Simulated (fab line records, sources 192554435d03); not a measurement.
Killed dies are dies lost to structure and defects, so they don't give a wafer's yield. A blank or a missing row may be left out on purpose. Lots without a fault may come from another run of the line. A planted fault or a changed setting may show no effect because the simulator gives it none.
fab line records | flow n5_finfet
record lots=24 wafers=72 last_day=18
route steps=1938 shown STI_FIN_REVEAL@187 DUMMY_GATE@219 SPACER0@259 SD_EPI_N@270
lots that met no fault: from a run of the same line without faults
start_h: hours from the record's first day to the start of the lot's first wafer shown | wait_h: hours since the lot's step before | " the same as in the row above | L1.1+2: a row that stands for several wafers | - no value, or no start given | * or withheld: withheld | < > ~ a bound
route shown NAME@n: a module of which the file shows steps, and the number in the route of the first | usual: mean/standard deviation of fault-free wafers | same: alike in all rows | chamber/n: place in a boat | sites: the reading at each site | _std_site: their standard deviation | _edge_site: outer sites' mean less inner sites' | radius_mm: how far each site lies from the wafer's centre | mask NAME#n: copy n | behind: the tool/chamber that last shaped the wafer | hold: why the lot was held/for how many hours/how that ended | device: the transistor (n, p or np) that didn't switch | end of line: the same wafers' tests at the end of the route | a step without rows: its recipe alone | killed: dies lost to structure and defects at the first sort, not the wafer's yield | map: a wafer's dies, x killed, . not, _ none there
set.NAME: the setting as run; set.NAME@STEP: as run at that earlier step | model.NAME: the simulator's own value behind a step, which no gauge read
steps of the route over a sample of lots; a table a step, a row a wafer
services: from which hour (start_h, from the record's first day; less than 0 if before it) a tool's chamber was out of use, for how many hours, and why
## steps
# step N5_STI_FIN_REVEAL_CMP_04
# recipe stop_on=Si3N4 t_overpolish_s=4 down_force_psi=2 platen_rpm=54.18 post_cmp_clean=alkaline_brush pad_velocity_m_s=1.078 target_thk_nm=131.83
# usual motor_current_A=8.6/0.97 overpolish_run_s=3.999/0.009 time_to_endpoint_s=106/4.7
# columns lot.wafer tool chamber start_h wait_h motor_current_A overpolish_run_s time_to_endpoint_s
L074.4 cmp-02 2 34.61 0.0 9.1 3.981 101
L074.3 " 0 " " 7.8 3.981 105
L074.2 " 1 " " 9.1 3.995 100
L075.2 cmp-02 2 39.88 0.0 8.9 3.982 103
L075.1 " 0 " " 7.9 4.018 102
L075.5 " 3 " " 7.5 4.011 103
L076.2 cmp-04 0 46.76 0.1 8.9 4.001 107
L076.4 " 1 " " 8.6 3.992 105
L076.5 " 3 " " 8.0 4.004 112
L077.3 cmp-04 1 51.70 0.1 8.7 4.007 103
L077.5 " 0 " " 8.9 3.998 105
L077.6 " 1 " " 8.2 4.004 102
L078.1 cmp-01 0 57.24 0.0 9.2 3.994 109
L078.4 " 3 " " 10.7 3.995 111
L078.5 " 1 " " 8.6 4.000 104
L079.3 cmp-01 2 62.54 0.0 6.8 4.007 117
L079.1 " 3 " " 10.7 3.989 112
L079.5 " 3 " " 10.9 3.999 107
L080.2 cmp-02 1 71.21 0.1 9.1 3.993 96
L080.6 " 2 " " 9.0 4.005 97
L080.5 " 3 " " 7.6 3.990 104
L081.2 cmp-01 1 76.71 0.1 8.5 3.999 108
L081.1 " 2 " " 6.6 3.987 109
L081.3 " 3 " " 10.3 4.004 107
L082.3 cmp-01 3 80.97 0.0 10.6 4.009 109
L082.1 " 0 " " 8.9 4.005 109
L082.5 " 3 " " 10.9 3.989 106
L083.2 cmp-04 2 95.12 0.1 8.8 4.010 109
L083.5 " 0 " " 8.6 4.008 114
L083.6 " 1 " " 9.0 3.996 111
L084.3 cmp-02 0 95.31 0.0 8.0 3.996 103
L084.1 " 3 " " 7.2 3.997 98
L084.6 " 0 " " 8.0 3.991 103
L085.2 cmp-04 2 101.82 0.1 9.0 4.007 107
L085.6 " 1 " " 8.6 3.977 106
L085.5 " 2 " " 8.7 3.994 104
L086.3 cmp-04 0 106.78 0.1 8.8 3.996 110
L086.4 " 1 " " 8.5 3.998 104
L086.5 " 0 " " 8.7 3.990 110
L087.1 cmp-01 2 111.85 0.1 7.0 4.004 111
L087.4 " 0 " " 9.5 3.995 106
L087.5 " 2 " " 6.6 4.010 108
L088.2 cmp-04 0 117.18 0.1 9.1 3.984 107
L088.3 " 1 " " 8.4 3.999 106
L088.5 " 0 " " 8.4 3.995 108
L089.4 cmp-01 0 122.93 0.0 9.0 3.991 103
L089.1 " 1 " " 8.3 3.991 103
L089.2 " 3 " " 10.5 3.987 105
L090.2 cmp-02 0 130.49 0.0 7.8 4.000 103
L090.3 " 1 " " 8.8 3.989 110
L090.1 " 2 " " 8.8 4.017 104
L091.4 cmp-04 0 135.93 0.1 9.2 3.979 108
L091.3 " 1 " " 8.7 3.998 106
L091.6 " 2 " " 9.4 4.007 109
L092.4 cmp-02 0 142.80 0.1 7.9 4.012 109
L092.5 " 1 " " 9.1 4.001 107
L092.6 " 2 " " 9.0 4.002 107
L093.1 cmp-04 0 148.45 0.2 8.5 4.001 118
L093.4 " 1 " " 8.7 4.001 110
L093.6 " 2 " " 9.2 3.994 113
L094.2 cmp-01 1 155.19 0.1 8.5 3.993 101
L094.3 " 2 " " 6.5 4.019 100
L094.1 " 3 " " 10.9 4.009 98
L095.3 cmp-01 2 159.16 0.1 6.5 4.002 101
L095.2 " 3 " " 10.8 4.005 91
L095.1 " 1 " " 8.0 3.990 96
L096.1 cmp-02 0 165.18 0.0 8.2 3.997 103
L096.4 " 1 " " 9.3 4.005 103
L096.3 " 2 " " 9.6 4.012 100
L097.1 cmp-02 2 171.41 0.0 8.9 4.007 103
L097.3 " 1 " " 8.4 4.015 108
L097.6 " 2 " " 8.7 3.991 109
# step N5_DUMMY_GATE_THK_MEAS_05
# usual thk_nm=71.8/0.96
# columns lot.wafer tool chamber start_h wait_h thk_nm
L074.2 film_metro-02 - 42.58 0.2 71.5
L074.3 " - " " 73.0
L074.4 " - " " 71.5
L075.1 film_metro-01 - 50.49 0.1 71.0
L075.2 " - " " 72.5
L075.5 " - " " 72.0
L076.2 film_metro-01 - 58.42 0.2 73.3
L076.4 " - " " 71.7
L076.5 " - " " 74.3
L077.3 film_metro-02 - 60.81 0.2 72.0
L077.5 " - " " 71.0
L077.6 " - " " 71.9
L078.1 film_metro-01 - 66.33 0.2 72.4
L078.4 " - " " 73.1
L078.5 " - " " 72.3
L079.1 film_metro-01 - 70.98 0.2 71.6
L079.3 " - " " 72.4
L079.5 " - " " 72.4
L080.2 film_metro-02 - 81.01 0.2 73.6
L080.5 " - " " 72.4
L080.6 " - " " 72.6
L081.1 film_metro-01 - 84.79 0.1 70.1
L081.2 " - " " 70.8
L081.3 " - " " 71.7
L082.1 film_metro-02 - 90.88 0.2 71.4
L082.3 " - " " 72.8
L082.5 " - " " 71.3
L083.2 film_metro-02 - 103.41 0.1 70.9
L083.5 " - " " 70.8
L083.6 " - " " 69.7
L084.1 film_metro-01 - 103.63 0.2 71.5
L084.3 " - " " 72.2
L084.6 " - " " 71.6
L085.2 film_metro-02 - 111.32 0.2 71.7
L085.5 " - " " 73.4
L085.6 " - " " 72.9
L086.3 film_metro-02 - 114.73 0.1 70.4
L086.4 " - " " 71.1
L086.5 " - " " 70.0
L087.1 film_metro-02 - 119.58 0.1 72.1
L087.4 " - " " 73.0
L087.5 " - " " 72.1
L088.2 film_metro-02 - 125.06 0.1 70.6
L088.3 " - " " 72.0
L088.5 " - " " 71.5
L089.1 film_metro-02 - 130.89 0.1 72.0
L089.2 " - " " 71.0
L089.4 " - " " 72.0
L090.1 film_metro-02 - 138.38 0.1 71.9
L090.2 " - " " 70.8
L090.3 " - " " 72.5
L091.3 film_metro-01 - 143.69 0.1 71.5
L091.4 " - " " 70.8
L091.6 " - " " 71.6
L092.4 film_metro-01 - 152.49 0.1 73.6
L092.5 " - " " 73.0
L092.6 " - " " 73.1
L093.1 film_metro-01 - 156.33 0.2 70.1
L093.4 " - " " 69.9
L093.6 " - " " 70.0
L094.1 film_metro-01 - 163.26 0.1 71.6
L094.2 " - " " 70.4
L094.3 " - " " 71.6
L095.1 film_metro-01 - 168.01 0.1 70.2
L095.2 " - " " 72.3
L095.3 " - " " 73.1
L096.1 film_metro-02 - 173.05 0.1 71.5
L096.3 " - " " 71.4
L096.4 " - " " 71.0
L097.1 film_metro-02 - 179.41 0.1 71.6
L097.3 " - " " 72.2
L097.6 " - " " 71.9
# step N5_DUMMY_GATE_ETCH_32
# recipe chemistry=CF4 target=SiO2 target_depth_a=35 time_s=3.9 ion_energy_ev=350 pressure_mtorr=10 icp_w=800 bias_w=400 cf4_flow_sccm=80
# usual chamber_pressure_mTorr=10.001/0.011 drypump_motor_current_A=5.7/0.5 oes_product_au=1.003/0.016 throttle_valve_pct=21.60/0.23
# columns lot.wafer tool chamber start_h wait_h chamber_pressure_mTorr drypump_motor_current_A oes_product_au rf_hours_counter_h throttle_valve_pct
L074.2 rie_si-01 1 47.82 0.1 10.008 5.7 0.999 - 21.44
L074.3 " 1 " " 9.995 5.7 1.009 - 21.46
L074.4 " 1 " " 10.007 5.7 1.007 - 21.45
L075.1 rie_si-05 2 55.73 0.1 10.063 4.7 1.026 137 21.41
L075.2 " 0 " " 9.999 5.9 1.025 132 21.83
L075.5 " 2 " " 9.977 4.7 1.018 - 21.42
L076.2 rie_si-05 1 63.87 0.1 9.996 5.4 1.025 184 21.47
L076.4 " 0 " " 9.986 5.9 1.017 132 21.85
L076.5 " 3 " " 10.007 5.4 0.983 - 21.94
L077.3 rie_si-01 1 66.04 0.1 9.997 5.7 1.014 36 21.45
L077.5 " 1 " " 10.004 5.7 1.011 - 21.45
L077.6 " 0 " " 9.985 5.8 1.021 - 21.83
L078.1 rie_si-05 1 71.90 0.1 9.999 5.4 1.024 185 21.48
L078.4 " 1 " " 9.999 5.4 1.021 - 21.47
L078.5 " 3 " " 9.987 5.4 0.998 - 21.93
L079.1 rie_si-01 0 76.23 0.1 10.003 5.8 1.025 51 21.83
L079.3 " 1 " " 9.995 5.7 1.025 36 21.45
L079.5 " 0 " " 10.000 5.8 1.022 - 21.81
L080.2 rie_si-01 1 88.31 0.1 9.989 5.7 1.008 36 21.46
L080.5 " 3 " " 10.000 5.6 0.995 - 21.48
L080.6 " 1 " " 10.001 5.7 1.015 - 21.45
L081.1 rie_si-03 0 90.59 0.1 10.007 4.9 0.978 68 21.87
L081.2 " 1 " " 10.006 6.6 0.997 62 21.43
L081.3 " 2 " " 9.984 5.7 0.980 21 21.24
L082.1 rie_si-03 1 96.55 0.1 10.008 6.6 0.994 62 21.43
L082.3 " 0 " " 10.003 4.9 0.973 68 21.87
L082.5 " 1 " " 10.007 6.6 0.978 - 21.44
L083.2 rie_si-03 3 108.75 0.1 10.003 6.4 1.018 103 21.86
L083.5 " 1 " " 10.019 6.5 0.987 - 21.43
L083.6 " 2 " " 10.000 5.7 0.991 - 21.23
L084.1 rie_si-05 1 108.97 0.1 10.010 5.3 1.016 185 21.46
L084.3 " 3 " " 10.007 5.4 0.992 101 21.94
L084.6 " 0 " " 10.007 6.0 1.012 - 21.86
L085.2 rie_si-01 0 116.83 0.1 9.994 5.8 1.018 52 21.80
L085.5 " 3 " " 10.002 5.6 0.981 - 21.47
L085.6 " 0 " " 10.016 5.8 1.026 - 21.83
L086.3 rie_si-01 1 120.98 0.1 10.013 5.7 1.005 37 21.48
L086.4 " 3 " " 9.983 5.6 0.983 - 21.46
L086.5 " 0 " " 9.997 5.8 1.009 - 21.81
L087.1 rie_si-01 1 124.80 0.1 9.995 5.7 0.997 37 21.45
L087.4 " 3 " " 9.992 5.6 0.992 - 21.47
L087.5 " 1 " " 9.998 5.7 1.002 - 21.44
L088.2 rie_si-05 0 130.15 0.1 10.022 5.9 1.015 133 21.85
L088.3 " 1 " " 10.016 5.4 1.015 186 21.47
L088.5 " 1 " " 9.999 5.4 1.021 - 21.45
L089.1 rie_si-05 1 139.32 0.1 10.011 5.4 1.018 186 21.46
L089.2 " 3 " " 10.015 5.4 0.994 102 21.94
L089.4 " 0 " " 10.002 5.9 1.024 133 21.86
L090.1 rie_si-03 3 143.61 0.1 10.001 6.4 1.013 104 21.85
L090.2 " 1 " " 9.999 6.6 0.989 63 21.44
L090.3 " 0 " " 10.017 4.9 0.987 69 21.85
L091.3 rie_si-03 2 148.81 0.1 9.991 5.7 1.001 22 21.26
L091.4 " 1 " " 9.998 6.5 0.990 63 21.44
L091.6 " 0 " " 9.999 4.9 0.975 - 21.86
L092.4 rie_si-05 2 157.76 0.1 10.000 4.7 1.026 139 21.42
L092.5 " 3 " " 10.011 5.4 0.990 - 21.93
L092.6 " 0 " " 10.014 5.9 1.017 - 21.84
L093.1 rie_si-03 0 161.61 0.1 10.006 4.9 0.978 69 21.87
L093.4 " 1 " " 9.995 6.5 0.987 63 21.42
L093.6 " 1 " " 10.029 6.6 0.988 - 21.42
L094.1 rie_si-05 2 168.51 0.1 9.989 4.7 1.025 139 21.42
L094.2 " 3 " " 10.009 5.4 1.001 102 21.93
L094.3 " 0 " " 9.996 5.9 1.013 134 21.85
L095.1 rie_si-03 3 173.26 0.1 9.998 6.4 1.007 104 21.85
L095.2 " 1 " " 9.988 6.6 0.999 63 21.42
L095.3 " 0 " " 10.006 4.9 0.968 69 21.86
L096.1 rie_si-01 3 178.15 0.1 9.998 5.6 0.993 7 21.46
L096.3 " 2 " " 9.997 5.7 0.999 58 21.79
L096.4 " 0 " " 9.998 5.8 1.019 54 21.84
L097.1 rie_si-03 0 184.63 0.1 10.015 4.9 0.981 70 21.85
L097.3 " 3 " " 9.984 6.4 1.009 105 21.85
L097.6 " 2 " " 10.010 5.7 0.991 - 21.25
# step N5_SPACER0_ALD_00
# recipe material=SiOCN target_thk_a=35 temp_c=400 ald_precursor_family=alkyl-aminosilane ald_co_reactant=O2/N2-plasma pulse_time_s=3 purge_time_s=2 co_reactant_purge_time_s=2 ald_cycles=58 pressure_torr=2
# usual heater_power_w=815/68 precursor_pulse_height_rel=1.002/0.02
# same pulse_time_s=3
# columns lot.wafer tool chamber start_h wait_h heater_power_w precursor_pulse_height_rel since_wet_clean_h
L074.2 ald_sin-02 1 49.16 0.1 808 1.002 238
L074.3 " 0 " " 910 0.969 238
L074.4 " 3 " " 919 0.980 238
L075.1 ald_sin-01 1 56.40 0.1 706 0.987 337
L075.2 " 2 " " 775 1.012 337
L075.5 " 1 " " 703 1.037 -
L076.2 ald_sin-02 2 65.05 0.1 861 1.001 254
L076.4 " 3 " " 902 1.015 254
L076.5 " 0 " " 897 0.996 -
L077.3 ald_sin-04 0 66.93 0.2 830 1.010 -
L077.5 " 3 " " 720 1.014 -
L077.6 " 0 " " 819 1.038 -
L078.1 ald_sin-02 2 72.74 0.1 878 0.998 262
L078.4 " 1 " " 828 1.010 262
L078.5 " 0 " " 881 1.023 -
L079.1 ald_sin-02 3 77.50 0.1 924 1.035 267
L079.3 " 0 " " 880 1.021 267
L079.5 " 3 " " 912 1.018 -
L080.2 ald_sin-02 0 88.98 0.1 912 1.001 278
L080.5 " 0 " " 899 0.961 -
L080.6 " 2 " " 850 1.027 -
L081.1 ald_sin-04 0 91.37 0.1 833 1.014 84
L081.2 " 2 " " 815 0.956 84
L081.3 " 3 " " 709 1.009 84
L082.1 ald_sin-04 0 99.67 0.1 828 1.022 92
L082.3 " 1 " " 713 1.003 92
L082.5 " 1 " " 726 1.004 -
L083.2 ald_sin-01 2 109.75 0.1 796 1.015 11
L083.5 " 3 " " 876 0.981 -
L083.6 " 2 " " 758 1.001 -
L084.1 ald_sin-02 3 109.90 0.1 928 1.018 299
L084.3 " 2 " " 874 1.011 299
L084.6 " 2 " " 868 1.012 -
L085.2 ald_sin-04 2 117.54 0.1 817 0.980 110
L085.5 " 2 " " 800 1.017 -
L085.6 " 3 " " 707 1.007 -
L086.3 ald_sin-04 3 121.65 0.1 726 1.005 114
L086.4 " 1 " " 717 0.989 114
L086.5 " 0 " " 841 1.005 -
L087.1 ald_sin-01 2 125.80 0.1 771 1.025 27
L087.4 " 1 " " 712 0.956 27
L087.5 " 1 " " 734 0.980 -
L088.2 ald_sin-04 2 130.88 0.1 788 0.979 123
L088.3 " 1 " " 734 0.996 123
L088.5 " 0 " " 840 1.010 -
L089.1 ald_sin-02 2 140.00 0.1 859 1.012 329
L089.2 " 3 " " 930 1.027 329
L089.4 " 1 " " 820 0.995 329
L090.1 ald_sin-02 2 144.35 0.1 873 1.016 334
L090.2 " 3 " " 943 0.963 334
L090.3 " 1 " " 820 0.999 334
L091.3 ald_sin-01 0 149.66 0.1 796 0.964 50
L091.4 " 1 " " 726 1.040 50
L091.6 " 1 " " 727 1.021 -
L092.4 ald_sin-01 1 158.43 0.1 723 0.995 59
L092.5 " 1 " " 728 1.007 -
L092.6 " 2 " " 764 1.017 -
L093.1 ald_sin-01 1 162.36 0.1 728 0.967 63
L093.4 " 0 " " 755 0.977 63
L093.6 " 1 " " 733 1.004 -
L094.1 ald_sin-02 0 169.23 0.1 881 1.008 359
L094.2 " 1 " " 826 0.999 359
L094.3 " 3 " " 928 1.015 359
L095.1 ald_sin-02 0 173.93 0.1 883 0.981 363
L095.2 " 1 " " 813 0.953 363
L095.3 " 3 " " 943 0.974 363
L096.1 ald_sin-04 1 178.83 0.1 715 0.987 171
L096.3 " 2 " " 803 0.997 171
L096.4 " 0 " " 824 0.997 171
L097.1 ald_sin-04 2 185.58 0.1 787 0.977 178
L097.3 " 0 " " 819 0.991 178
L097.6 " 0 " " 823 0.977 -
# step N5_SD_EPI_N_CD_MEAS_09
# recipe target_cd_nm=120 landing_energy_ev=500 detector=se_inlens
# usual cd_nm=120.0/0.57
# columns lot.wafer tool chamber start_h wait_h cd_nm
L074.2 cd_sem-03 0 49.97 - 119.0
L074.3 " 0 " " 118.6
L074.4 " 0 " " 118.8
L075.1 cd_sem-01 0 57.22 - 119.5
L075.2 " 0 " " 119.3
L075.5 " 0 " " 119.0
L076.2 cd_sem-01 0 65.86 - 119.9
L076.4 " 0 " " 120.1
L076.5 " 0 " " 119.7
L077.3 cd_sem-02 0 67.68 - 120.5
L077.5 " 0 " " 120.6
L077.6 " 0 " " 120.7
L078.1 cd_sem-03 0 73.55 - 120.8
L078.4 " 0 " " 120.5
L078.5 " 0 " " 121.0
L079.1 cd_sem-03 0 78.19 - 120.3
L079.3 " 0 " " 121.0
L079.5 " 0 " " 120.1
L080.2 cd_sem-03 0 89.67 - 120.8
L080.5 " 0 " " 119.8
L080.6 " 0 " " 119.2
L081.1 cd_sem-01 0 92.18 - 120.4
L081.2 " 0 " " 119.5
L081.3 " 0 " " 120.5
L082.1 cd_sem-03 0 100.49 - 119.8
L082.3 " 0 " " 120.6
L082.5 " 0 " " 119.8
L083.2 cd_sem-01 0 110.44 - 119.3
L083.5 " 0 " " 120.0
L083.6 " 0 " " 120.5
L084.1 cd_sem-01 0 110.59 - 120.0
L084.3 " 0 " " 120.3
L084.6 " 0 " " 120.4
L085.2 cd_sem-03 0 118.23 - 120.3
L085.5 " 0 " " 119.5
L085.6 " 0 " " 120.1
L086.3 cd_sem-03 0 122.35 - 120.6
L086.4 " 0 " " 120.4
L086.5 " 0 " " 120.1
L087.1 cd_sem-03 0 126.62 - 121.2
L087.4 " 0 " " 120.3
L087.5 " 0 " " 120.3
L088.2 cd_sem-03 0 131.57 - 118.9
L088.3 " 0 " " 118.5
L088.5 " 0 " " 119.3
L089.1 cd_sem-01 0 140.81 - 120.1
L089.2 " 0 " " 120.4
L089.4 " 0 " " 120.5
L090.1 cd_sem-03 0 145.17 - 119.7
L090.2 " 0 " " 119.5
L090.3 " 0 " " 119.2
L091.3 cd_sem-02 0 150.36 - 120.4
L091.4 " 0 " " 119.6
L091.6 " 0 " " 120.4
L092.4 cd_sem-03 0 159.13 - 119.3
L092.5 " 0 " " 120.3
L092.6 " 0 " " 119.4
L093.1 cd_sem-03 0 163.05 - 120.6
L093.4 " 0 " " 120.5
L093.6 " 0 " " 119.8
L094.1 cd_sem-02 0 169.92 - 120.4
L094.2 " 0 " " 120.2
L094.3 " 0 " " 120.4
L095.1 cd_sem-01 0 174.75 - 119.9
L095.2 " 0 " " 120.6
L095.3 " 0 " " 119.9
L096.1 cd_sem-01 0 179.66 - 120.1
L096.3 " 0 " " 120.0
L096.4 " 0 " " 120.4
L097.1 cd_sem-03 0 186.39 - 120.1
L097.3 " 0 " " 119.9
L097.6 " 0 " " 120.3
# step N5_SD_EPI_N_ETCHBACK_44
# recipe chemistry=CH3F/O2 mode=anisotropic_etchback target=SiNx target_depth_a=145 stop_on=SiO2 over_etch_frac=0.3 ion_energy_ev=120 pressure_mtorr=30 source_w=395 bias_w=73 Ar_flow_sccm=150 CH3F_flow_sccm=30 O2_flow_sccm=20
# usual chamber_pressure_mTorr=30.001/0.029 drypump_motor_current_A=5.7/0.47 oes_product_au=0.67/0.059 rf_vpp_V=296.2/2.8 showerhead_plenum_p_Torr=2.02/0.078 throttle_valve_pct=16.38/0.22
# columns lot.wafer tool chamber start_h wait_h chamber_pressure_mTorr drypump_motor_current_A oes_product_au rf_hours_counter_h rf_vpp_V showerhead_plenum_p_Torr throttle_valve_pct
L074.2 rie_diel-06 2 50.47 0.0 30.018 5.4 0.66 131 296.9 2.09 16.62
L074.3 " 0 " " 29.979 5.7 0.59 240 295.7 1.97 16.51
L074.4 " 1 " " 30.031 5.0 0.59 231 295.8 1.97 16.52
L075.1 rie_diel-01 1 58.45 0.0 29.966 5.6 0.81 7 299.3 2.13 16.02
L075.2 " 3 " " 30.001 6.2 0.69 87 299.9 2.10 16.22
L075.5 " 1 " " 30.022 5.6 0.81 - 301.9 2.13 16.03
L076.2 rie_diel-01 2 66.36 0.0 30.009 5.0 0.62 195 292.4 2.07 16.66
L076.4 " 3 " " 29.984 6.2 0.69 - 300.4 2.10 16.23
L076.5 " 0 " " 29.990 5.6 0.67 - 294.0 1.93 16.52
L077.3 rie_diel-01 0 68.34 0.0 29.993 5.7 0.67 135 292.9 1.93 16.51
L077.5 " 0 " " 30.045 5.6 0.67 - 293.1 1.93 16.50
L077.6 " 3 " " 30.008 6.2 0.69 - 300.2 2.10 16.24
L078.1 rie_diel-02 2 74.13 0.0 29.974 6.1 0.70 70 297.8 2.12 16.14
L078.4 " 0 " " 29.980 5.5 0.60 220 294.1 1.90 16.35
L078.5 " 0 " " 30.005 5.5 0.60 - 292.2 1.90 16.35
L079.1 rie_diel-02 3 78.69 0.0 30.050 5.9 0.67 99 298.1 1.94 16.15
L079.3 " 0 " " 29.992 5.5 0.60 222 291.8 1.89 16.34
L079.5 " 0 " " 30.016 5.5 0.60 - 293.4 1.90 16.36
L080.2 rie_diel-02 3 90.17 0.0 30.002 5.9 0.67 103 299.1 1.94 16.16
L080.5 " 0 " " 30.073 5.5 0.60 - 293.1 1.89 16.36
L080.6 " 3 " " 29.976 5.9 0.68 - 298.4 1.94 16.15
L081.1 rie_diel-01 3 92.68 0.0 30.015 6.2 0.68 99 300.3 2.10 16.26
L081.2 " 1 " " 29.987 5.6 0.78 19 300.3 2.13 16.04
L081.3 " 2 " " 30.032 5.0 0.61 206 294.4 2.07 16.67
L082.1 rie_diel-01 2 100.99 0.0 30.017 5.1 0.61 209 293.1 2.06 16.68
L082.3 " 0 " " 30.011 5.6 0.65 147 293.8 1.93 16.54
L082.5 " 0 " " 30.009 5.6 0.66 - 293.0 1.93 16.52
L083.2 rie_diel-02 2 110.95 0.0 30.005 6.1 0.69 84 297.5 2.11 16.17
L083.5 " 0 " " 29.960 5.5 0.60 - 293.9 1.89 16.38
L083.6 " 1 " " 29.982 6.5 0.61 - 294.7 2.06 16.40
L084.1 rie_diel-06 2 111.10 0.0 29.937 5.4 0.64 153 295.8 2.08 16.67
L084.3 " 1 " " 30.030 5.0 0.58 254 293.2 1.97 16.58
L084.6 " 2 " " 29.962 5.4 0.65 - 295.4 2.08 16.67
L085.2 rie_diel-01 1 118.85 0.0 30.002 5.6 0.75 29 298.9 2.12 16.06
L085.5 " 3 " " 30.011 6.2 0.67 - 299.4 2.09 16.25
L085.6 " 2 " " 29.956 5.0 0.61 - 294.1 2.06 16.71
L086.3 rie_diel-01 0 122.85 0.0 29.991 5.6 0.65 155 293.5 1.92 16.56
L086.4 " 1 " " 29.998 5.6 0.76 30 301.0 2.12 16.07
L086.5 " 3 " " 29.994 6.2 0.67 - 299.6 2.09 16.28
L087.1 rie_diel-01 0 127.29 0.0 29.980 5.7 0.65 156 293.1 1.92 16.56
L087.4 " 2 " " 30.008 5.0 0.61 218 293.6 2.06 16.71
L087.5 " 0 " " 30.021 5.7 0.65 - 294.3 1.92 16.55
L088.2 rie_diel-02 3 132.07 0.0 30.005 5.8 0.65 119 300.7 1.93 16.20
L088.3 " 1 " " 30.049 6.5 0.61 204 293.3 2.06 16.41
L088.5 " 3 " " 30.038 5.8 0.66 - 299.3 1.93 16.19
L089.1 rie_diel-01 0 141.95 0.0 29.988 5.6 0.65 163 292.4 1.92 16.60
L089.2 " 2 " " 30.037 5.0 0.60 224 294.0 2.06 16.71
L089.4 " 2 " " 30.020 5.0 0.60 - 293.8 2.06 16.71
L090.1 rie_diel-06 1 145.67 0.0 29.998 5.0 0.80 7 293.3 1.96 16.09
L090.2 " 2 " " 30.041 5.4 0.64 166 296.9 2.08 16.68
L090.3 " 0 " " 30.032 5.7 0.80 13 296.4 1.96 16.06
L091.3 rie_diel-01 0 151.00 0.0 29.970 5.6 0.64 167 292.0 1.92 16.56
L091.4 " 1 " " 30.035 5.6 0.74 42 300.2 2.12 16.08
L091.6 " 3 " " 29.988 6.2 0.67 - 300.2 2.09 16.27
L092.4 rie_diel-02 3 159.67 0.0 30.051 5.8 0.65 130 298.8 1.93 16.21
L092.5 " 2 " " 29.984 6.1 0.67 - 297.5 2.11 16.22
L092.6 " 3 " " 29.984 5.9 0.65 - 297.3 1.93 16.23
L093.1 rie_diel-01 3 163.55 0.0 29.922 6.2 0.66 122 299.6 2.09 16.30
L093.4 " 1 " " 29.970 5.6 0.73 46 299.6 2.12 16.09
L093.6 " 3 " " 30.024 6.2 0.66 - 300.3 2.09 16.29
L094.1 rie_diel-06 1 170.42 0.0 29.991 5.0 0.79 14 293.8 1.96 16.11
L094.2 " 0 " " 30.016 5.7 0.78 20 297.4 1.96 16.08
L094.3 " 3 " " 30.000 6.4 0.66 130 295.7 2.00 16.58
L095.1 rie_diel-06 2 175.25 0.0 29.972 5.4 0.63 174 295.4 2.07 16.70
L095.2 " 3 " " 29.987 6.4 0.65 131 295.1 2.00 16.58
L095.3 " 1 " " 29.950 5.0 0.78 16 294.6 1.96 16.12
L096.1 rie_diel-06 1 180.22 0.0 29.964 5.0 0.78 17 293.4 1.96 16.13
L096.3 " 2 " " 30.007 5.4 0.64 175 297.3 2.07 16.70
L096.4 " 3 " " 30.087 6.4 0.65 133 296.2 2.00 16.58
L097.1 rie_diel-02 1 186.94 0.0 30.007 6.5 0.60 226 293.2 2.05 16.44
L097.3 " 2 " " 29.977 6.1 0.66 115 298.6 2.10 16.21
L097.6 " 1 " " 30.032 6.5 0.60 - 296.3 2.05 16.48
## services
# columns tool chamber start_h hours kind
ald_sin-02 - 17.97 0.8 repair
rie_diel-01 - 22.98 14.6 pm
cmp-04 - 27.50 3.7 repair
rie_si-01 - 28.92 0.3 repair
rie_si-03 1 30.33 3.7 repair
cmp-02 - 31.40 2.8 repair
rie_si-03 1 42.50 6.6 repair
rie_si-01 0 43.03 8.7 repair
rie_si-01 3 43.63 6.1 repair
rie_si-05 - 50.45 2.0 repair
ald_sin-04 1 56.92 36.9 repair
ald_sin-04 2 61.59 15.3 repair
cmp-04 - 64.33 2.2 repair
rie_diel-01 1 64.71 3.8 repair
rie_si-05 0 69.11 4.8 repair
cmp-04 - 76.62 3.1 repair
cmp-01 - 84.26 1.0 repair
ald_sin-04 - 104.09 1.6 repair
cmp-01 - 115.10 4.0 pm
cmp-02 - 117.19 3.8 repair
cmp-01 - 132.38 17.3 repair
ald_sin-04 - 134.13 3.2 repair
ald_sin-02 - 178.08 14.0 pm
rie_diel-01 2 185.30 17.7 repair
## key
fault none
